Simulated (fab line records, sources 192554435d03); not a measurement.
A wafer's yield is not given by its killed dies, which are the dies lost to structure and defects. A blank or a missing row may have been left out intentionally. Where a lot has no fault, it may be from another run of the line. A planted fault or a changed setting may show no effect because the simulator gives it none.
Matching of chambers	flow n5_finfet	N5_BEOL_M0_SAQP_SPACER1_ALD_98 on ald_sin-02: 4 sister chambers
The step deposits SiO2, target thk 12.8 nm, pulse time 1 s, purge time 2 s. 8 wafers are shown with their chamber, then 9 later ones without.

EACH WAFER AND ITS CHAMBER
wafer	chamber	heater_power_w (W)	precursor_pulse_height_rel
L077.3	0	493	0.989
L077.5	0	511	0.980
L078.1	3	436	1.014
L078.2	1	469	0.986
L078.5	2	483	0.995
L083.3	3	441	1.039
L083.5	1	460	0.994
L083.6	2	501	0.997

WAFERS WITH NO CHAMBER GIVEN
wafer	heater_power_w (W)	precursor_pulse_height_rel
L084.2	486	0.988
L084.5	492	1.016
L084.6	425	0.972
L085.3	494	0.989
L085.4	463	0.993
L085.6	439	0.990
L094.1	487	0.981
L094.4	518	1.011
L094.5	475	0.982

WHICH CHAMBER EACH ONE RAN IN
wafer	from the rows above	in truth
L084.2	can't be placed: 2 or 0 or 1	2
L084.5	can't be placed: 2 or 0 or 1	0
L084.6	can't be placed: 1 or 3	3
L085.3	can't be placed: 2 or 0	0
L085.4	1	1
L085.6	can't be placed: 1 or 3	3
L094.1	can't be placed: 0 or 2 or 1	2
L094.4	can't be placed: 2 or 0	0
L094.5	can't be placed: 1 or 2 or 0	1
Placed correctly: 1 of 9. Can't be placed from these rows: 8 (the true chamber is among the candidates in 8). Placed wrongly: 0.
How it was worked out, from the rows above alone: a wafer's distance from a chamber is the root of the sum, over the readings, of the square of ((its reading less the chamber's mean) divided by the reading's scatter). The wafer belongs to the nearest chamber; if the next one is less than 2 further off, it can't be placed. The mean given for a chamber averages the wafers shown for that chamber. The scatter is the square root of a quotient: the sum, over the shown wafers, of each reading's squared deviation from its chamber's mean, divided by wafers minus chambers.
